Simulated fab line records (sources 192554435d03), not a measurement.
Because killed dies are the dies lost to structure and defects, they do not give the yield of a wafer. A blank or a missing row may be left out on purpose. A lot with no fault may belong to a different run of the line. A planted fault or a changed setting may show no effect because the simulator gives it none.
A sampling plan put to the test -- flow n5Finfet -- one fab line, 43 faults that these records tell of, each judged on the records of the lots that it struck; 2 more are left out, because the records don't allow judging them
Plan = the line's own looks (route steps where a gauge or an inspection reads the wafer without altering it). A look is open to judgement when struck wafers have a number at it and the file gives its usual mean and standard deviation on fault-free wafers. Caught: 4 or more of those standard deviations (sigma) separate the usual mean from the mean of the struck wafers at a look after the fault's first step. On the tool: the test repeated on the tool's own readings taken at the fault's steps. A different recipe on the struck wafers counts as caught too, as does a record blank only for those wafers.

## THE FAULTS, as the simulator had put them in
1. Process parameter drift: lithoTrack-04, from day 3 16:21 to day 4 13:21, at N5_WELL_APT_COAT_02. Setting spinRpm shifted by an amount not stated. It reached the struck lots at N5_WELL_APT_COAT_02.
2. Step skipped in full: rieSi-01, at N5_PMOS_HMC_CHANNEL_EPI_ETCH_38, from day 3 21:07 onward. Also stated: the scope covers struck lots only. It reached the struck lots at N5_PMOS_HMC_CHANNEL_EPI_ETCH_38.
3. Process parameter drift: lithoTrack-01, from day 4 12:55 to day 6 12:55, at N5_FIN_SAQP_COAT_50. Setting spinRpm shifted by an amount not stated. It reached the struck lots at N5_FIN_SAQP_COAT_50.
4. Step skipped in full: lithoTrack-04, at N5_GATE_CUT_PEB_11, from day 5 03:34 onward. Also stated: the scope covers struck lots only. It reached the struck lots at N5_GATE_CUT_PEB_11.
5. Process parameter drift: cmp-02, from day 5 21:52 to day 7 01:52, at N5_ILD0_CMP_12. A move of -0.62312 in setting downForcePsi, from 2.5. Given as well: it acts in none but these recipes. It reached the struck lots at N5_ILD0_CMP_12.
6. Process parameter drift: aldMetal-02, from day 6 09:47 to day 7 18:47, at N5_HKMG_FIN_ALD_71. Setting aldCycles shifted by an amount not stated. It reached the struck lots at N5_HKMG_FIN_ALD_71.
7. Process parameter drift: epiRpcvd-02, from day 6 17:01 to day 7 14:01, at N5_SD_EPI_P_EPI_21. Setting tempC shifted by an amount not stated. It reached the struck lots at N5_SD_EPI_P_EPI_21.
8. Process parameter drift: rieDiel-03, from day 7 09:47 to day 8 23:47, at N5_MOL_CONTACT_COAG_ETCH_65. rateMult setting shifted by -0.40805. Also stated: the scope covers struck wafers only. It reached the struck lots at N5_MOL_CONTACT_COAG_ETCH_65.
9. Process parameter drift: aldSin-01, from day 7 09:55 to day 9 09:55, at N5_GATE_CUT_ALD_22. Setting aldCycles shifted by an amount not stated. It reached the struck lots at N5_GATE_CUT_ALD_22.
10. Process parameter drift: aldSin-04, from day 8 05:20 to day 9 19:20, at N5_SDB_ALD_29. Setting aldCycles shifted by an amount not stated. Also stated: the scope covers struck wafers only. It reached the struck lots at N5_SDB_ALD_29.
11. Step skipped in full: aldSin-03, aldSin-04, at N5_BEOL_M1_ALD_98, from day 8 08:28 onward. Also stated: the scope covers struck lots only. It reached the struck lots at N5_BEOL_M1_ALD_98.
12. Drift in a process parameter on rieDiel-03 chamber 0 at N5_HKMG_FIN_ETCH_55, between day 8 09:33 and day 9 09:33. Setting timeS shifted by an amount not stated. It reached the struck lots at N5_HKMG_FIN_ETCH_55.
13. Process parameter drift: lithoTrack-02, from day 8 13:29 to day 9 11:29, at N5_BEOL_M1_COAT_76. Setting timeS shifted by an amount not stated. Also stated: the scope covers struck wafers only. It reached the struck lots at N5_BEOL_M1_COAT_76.
14. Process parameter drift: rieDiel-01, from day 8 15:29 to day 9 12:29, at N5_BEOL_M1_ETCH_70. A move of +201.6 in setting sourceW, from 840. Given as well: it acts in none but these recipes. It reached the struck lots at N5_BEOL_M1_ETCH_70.
15. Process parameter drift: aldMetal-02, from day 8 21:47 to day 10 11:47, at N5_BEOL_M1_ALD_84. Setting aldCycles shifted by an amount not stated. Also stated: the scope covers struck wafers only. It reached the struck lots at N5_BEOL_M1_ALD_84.
16. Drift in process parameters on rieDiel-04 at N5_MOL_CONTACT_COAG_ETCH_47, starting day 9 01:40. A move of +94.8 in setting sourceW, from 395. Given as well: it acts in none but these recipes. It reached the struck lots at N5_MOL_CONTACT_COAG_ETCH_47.
17. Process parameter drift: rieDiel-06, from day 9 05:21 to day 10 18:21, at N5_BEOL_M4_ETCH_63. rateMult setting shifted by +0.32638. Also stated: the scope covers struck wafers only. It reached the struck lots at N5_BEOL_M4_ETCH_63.
18. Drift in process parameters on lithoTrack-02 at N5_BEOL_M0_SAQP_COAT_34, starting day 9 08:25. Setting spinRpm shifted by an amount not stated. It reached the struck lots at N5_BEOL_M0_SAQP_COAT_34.
19. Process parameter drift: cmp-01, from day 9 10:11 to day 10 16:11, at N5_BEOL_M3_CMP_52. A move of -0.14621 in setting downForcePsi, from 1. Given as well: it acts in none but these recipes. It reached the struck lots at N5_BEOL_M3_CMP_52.
20. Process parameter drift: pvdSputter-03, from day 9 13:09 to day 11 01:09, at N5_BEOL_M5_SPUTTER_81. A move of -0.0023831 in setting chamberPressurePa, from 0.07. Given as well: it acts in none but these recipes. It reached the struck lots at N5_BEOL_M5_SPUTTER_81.
21. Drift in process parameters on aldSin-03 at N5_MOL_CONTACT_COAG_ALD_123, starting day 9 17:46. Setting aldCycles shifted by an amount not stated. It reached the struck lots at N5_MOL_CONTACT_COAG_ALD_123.
22. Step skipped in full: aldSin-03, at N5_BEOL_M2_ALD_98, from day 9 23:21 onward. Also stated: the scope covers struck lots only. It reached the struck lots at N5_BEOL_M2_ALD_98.
23. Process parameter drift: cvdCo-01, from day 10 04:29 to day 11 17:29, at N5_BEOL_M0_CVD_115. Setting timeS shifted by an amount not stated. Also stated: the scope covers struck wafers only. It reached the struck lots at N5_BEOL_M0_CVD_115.
24. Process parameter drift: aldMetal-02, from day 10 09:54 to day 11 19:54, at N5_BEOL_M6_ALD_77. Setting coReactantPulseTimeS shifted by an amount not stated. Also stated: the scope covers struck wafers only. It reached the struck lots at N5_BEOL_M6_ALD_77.
25. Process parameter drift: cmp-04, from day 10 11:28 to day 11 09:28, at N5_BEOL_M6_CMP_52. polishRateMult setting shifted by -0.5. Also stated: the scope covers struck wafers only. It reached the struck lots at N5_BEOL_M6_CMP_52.
26. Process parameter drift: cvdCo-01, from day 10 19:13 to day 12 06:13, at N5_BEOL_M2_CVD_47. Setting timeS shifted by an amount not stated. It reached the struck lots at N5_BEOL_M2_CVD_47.
27. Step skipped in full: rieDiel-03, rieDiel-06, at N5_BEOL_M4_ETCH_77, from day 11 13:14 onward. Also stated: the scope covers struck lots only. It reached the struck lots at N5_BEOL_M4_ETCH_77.
28. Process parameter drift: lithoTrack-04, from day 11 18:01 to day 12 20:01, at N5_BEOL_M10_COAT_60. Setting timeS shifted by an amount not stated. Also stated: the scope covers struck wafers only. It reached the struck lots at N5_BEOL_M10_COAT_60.
29. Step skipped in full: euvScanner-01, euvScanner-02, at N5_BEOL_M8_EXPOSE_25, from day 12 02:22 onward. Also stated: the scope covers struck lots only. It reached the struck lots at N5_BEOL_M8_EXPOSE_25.
30. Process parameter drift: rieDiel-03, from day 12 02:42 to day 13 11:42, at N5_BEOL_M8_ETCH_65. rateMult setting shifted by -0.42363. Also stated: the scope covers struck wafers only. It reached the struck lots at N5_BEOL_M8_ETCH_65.
31. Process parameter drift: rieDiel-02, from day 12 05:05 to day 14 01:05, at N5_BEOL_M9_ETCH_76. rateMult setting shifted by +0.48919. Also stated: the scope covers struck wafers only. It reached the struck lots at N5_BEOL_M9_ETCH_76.
32. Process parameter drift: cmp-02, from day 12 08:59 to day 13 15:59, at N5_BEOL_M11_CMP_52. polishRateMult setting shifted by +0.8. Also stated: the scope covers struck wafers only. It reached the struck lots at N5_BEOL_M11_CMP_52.
33. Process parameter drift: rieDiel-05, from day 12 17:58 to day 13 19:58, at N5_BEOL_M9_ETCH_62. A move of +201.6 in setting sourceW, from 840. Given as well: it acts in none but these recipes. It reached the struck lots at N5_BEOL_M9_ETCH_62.
34. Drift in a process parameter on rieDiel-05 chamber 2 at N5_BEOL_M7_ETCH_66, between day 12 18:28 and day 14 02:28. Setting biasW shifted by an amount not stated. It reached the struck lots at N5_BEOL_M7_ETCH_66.
35. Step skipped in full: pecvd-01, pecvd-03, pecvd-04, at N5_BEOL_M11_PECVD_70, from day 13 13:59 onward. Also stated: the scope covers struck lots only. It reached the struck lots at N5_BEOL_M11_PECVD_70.
36. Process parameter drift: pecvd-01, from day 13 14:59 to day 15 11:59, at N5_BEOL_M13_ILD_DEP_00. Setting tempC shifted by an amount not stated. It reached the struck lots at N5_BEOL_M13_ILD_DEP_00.
37. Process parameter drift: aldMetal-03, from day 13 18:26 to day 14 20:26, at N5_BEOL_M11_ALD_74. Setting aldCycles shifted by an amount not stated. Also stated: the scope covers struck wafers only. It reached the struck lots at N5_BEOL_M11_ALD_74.
38. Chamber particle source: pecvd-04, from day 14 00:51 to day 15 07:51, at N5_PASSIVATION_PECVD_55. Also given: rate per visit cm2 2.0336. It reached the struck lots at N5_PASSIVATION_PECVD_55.
39. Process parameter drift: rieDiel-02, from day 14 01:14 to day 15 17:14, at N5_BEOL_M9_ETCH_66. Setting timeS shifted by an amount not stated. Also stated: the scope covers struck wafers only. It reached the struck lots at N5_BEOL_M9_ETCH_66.
40. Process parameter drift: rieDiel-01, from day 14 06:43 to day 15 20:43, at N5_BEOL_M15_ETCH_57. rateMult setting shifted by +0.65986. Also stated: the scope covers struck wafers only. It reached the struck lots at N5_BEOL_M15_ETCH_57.
41. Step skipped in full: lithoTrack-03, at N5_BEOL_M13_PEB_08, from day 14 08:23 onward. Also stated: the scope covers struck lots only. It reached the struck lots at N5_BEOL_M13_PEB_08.
42. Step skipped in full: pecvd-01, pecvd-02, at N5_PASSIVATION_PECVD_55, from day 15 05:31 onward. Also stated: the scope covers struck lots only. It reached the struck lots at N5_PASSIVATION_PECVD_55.
43. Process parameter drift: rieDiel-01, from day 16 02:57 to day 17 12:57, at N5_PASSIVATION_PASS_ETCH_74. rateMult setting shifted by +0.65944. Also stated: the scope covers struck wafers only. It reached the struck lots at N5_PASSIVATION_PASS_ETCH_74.

## WHAT THE PLAN SAW
fault,on the tool itself,first look that catches it,"reading, sigma",median hours from its first step to that look,hours from the fault's start to the first struck lot there,judged looks passed uncaught
1,spinSpeedRpm +99 or beyond sigma,none of the 3 looks that can be judged after it,-,-,-,3
2,the tool's record is blank for the struck wafers,not the one look that can be judged after it,-,-,-,1
3,spinSpeedRpm -79 sigma,not the one look that can be judged after it,-,-,-,1
4,the tool's record is blank for the struck wafers,no look after it can be judged,-,-,-,0
5,headPressurePsi -99 or beyond sigma,not the one look that can be judged after it,-,-,-,1
6,under 2 sigma,not the one look that can be judged after it,-,-,-,1
7,only faintly: susceptorTempC -3.7 sigma,not the one look that can be judged after it,-,-,-,1
8,etchRfOnTimeS +24 sigma,not the one look that can be judged after it,"strongest: IOFF_P at N5_BEOL_M4_RC_MEAS_101, +2.8",-,-,1
9,under 2 sigma,not the one look that can be judged after it,-,-,-,1
10,under 2 sigma,not the one look that can be judged after it,-,-,-,1
11,the tool's record is blank for the struck wafers,no look after it can be judged,-,-,-,0
12,runLengthS +99 or beyond sigma,not the one look that can be judged after it,-,-,-,1
13,runLengthS +99 or beyond sigma,none of the 2 looks that can be judged after it,"strongest: IOFF_P at N5_BEOL_M4_RC_MEAS_101, +2.6",-,-,2
14,rfFwdPowerW +74 sigma,not the one look that can be judged after it,-,-,-,1
15,under 2 sigma,not the one look that can be judged after it,-,-,-,1
16,rfFwdPowerW +47 sigma,no look after it can be judged,-,-,-,0
17,etchRfOnTimeS -10 sigma,not the one look that can be judged after it,-,-,-,1
18,spinSpeedRpm +99 or beyond sigma,no look after it can be judged,-,-,-,0
19,headPressurePsi -69 sigma,not the one look that can be judged after it,-,-,-,1
20,chamberPressurePa -18 sigma,no look after it can be judged,-,-,-,0
21,under 2 sigma,not the one look that can be judged after it,-,-,-,1
22,the tool's record is blank for the struck wafers,not the one look that can be judged after it,-,-,-,1
23,runLengthS -99 or beyond sigma,not the one look that can be judged after it,-,-,-,1
24,under 2 sigma,no look after it can be judged,-,-,-,0
25,overpolishRunS -99 or beyond sigma,N5_BEOL_M6_THK_MEAS_53,M6_THK +44,0.2,12,0
26,runLengthS +99 or beyond sigma,not the one look that can be judged after it,-,-,-,1
27,the tool's record is blank for the struck wafers,not the one look that can be judged after it,-,-,-,1
28,runLengthS -50 sigma,not the one look that can be judged after it,-,-,-,1
29,no reading that can be judged,no look after it can be judged,-,-,-,0
30,etchRfOnTimeS +31 sigma,no look after it can be judged,-,-,-,0
31,etchRfOnTimeS -15 sigma,no look after it can be judged,-,-,-,0
32,barrierFieldEndpointS -17 sigma,no look after it can be judged,-,-,-,0
33,rfFwdPowerW +69 sigma,not the one look that can be judged after it,-,-,-,1
34,biasW +88 sigma,no look after it can be judged,-,-,-,0
35,the tool's record is blank for the struck wafers,not the one look that can be judged after it,-,-,-,1
36,susceptorTempC +16 sigma,no look after it can be judged,-,-,-,0
37,under 2 sigma,no look after it can be judged,-,-,-,0
38,under 2 sigma,no look after it can be judged,-,-,-,0
39,runLengthS -19 sigma,no look after it can be judged,-,-,-,0
40,oesProductAu +5.1 sigma,no look after it can be judged,-,-,-,0
41,the tool's record is blank for the struck wafers,no look after it can be judged,-,-,-,0
42,the tool's record is blank for the struck wafers,no look after it can be judged,-,-,-,0
43,oesProductAu +4.3 sigma,no look after it can be judged,-,-,-,0
A dash: this means the fault isn't caught or the number doesn't appear in these records.

Caught at a look: 1 of 43. Caught on the tool: 33 of 43. By one or the other: 33 of 43.
Caught on the tool alone: faults 1, 2, 3, 4, 5, 8, 11, 12, 13, 14, 16, 17, 18, 19, 20, 22, 23, 26, 27, 28, 30, 31, 32, 33, 34, 35, 36, 39, 40, 41, 42, 43.
Caught by neither: faults 6, 7, 9, 10, 15, 21, 24, 29, 37, 38.

## THINNER SAMPLING
Were the look that catches a fault to measure just every second or every third lot (counted by lot number), the first struck lot would, at worst, be measured this late:
fault,"struck lots at that look, in order of time",every lot,every second lot,every third lot
25,L189,12 h,may miss it,may miss it
Hours count from the start of the fault until the first struck lot that is measured. 4 sigma limit: tested on the pooled struck wafers, so a lone lot may be under it. Other struck lots may not be in these records.

## THE LONGEST TIMED WAY FROM STEP TO LOOK
In fault 25, a median of 0.2 hours elapses between N5_BEOL_M6_CMP_52 and N5_BEOL_M6_THK_MEAS_53. No look between them can be judged.
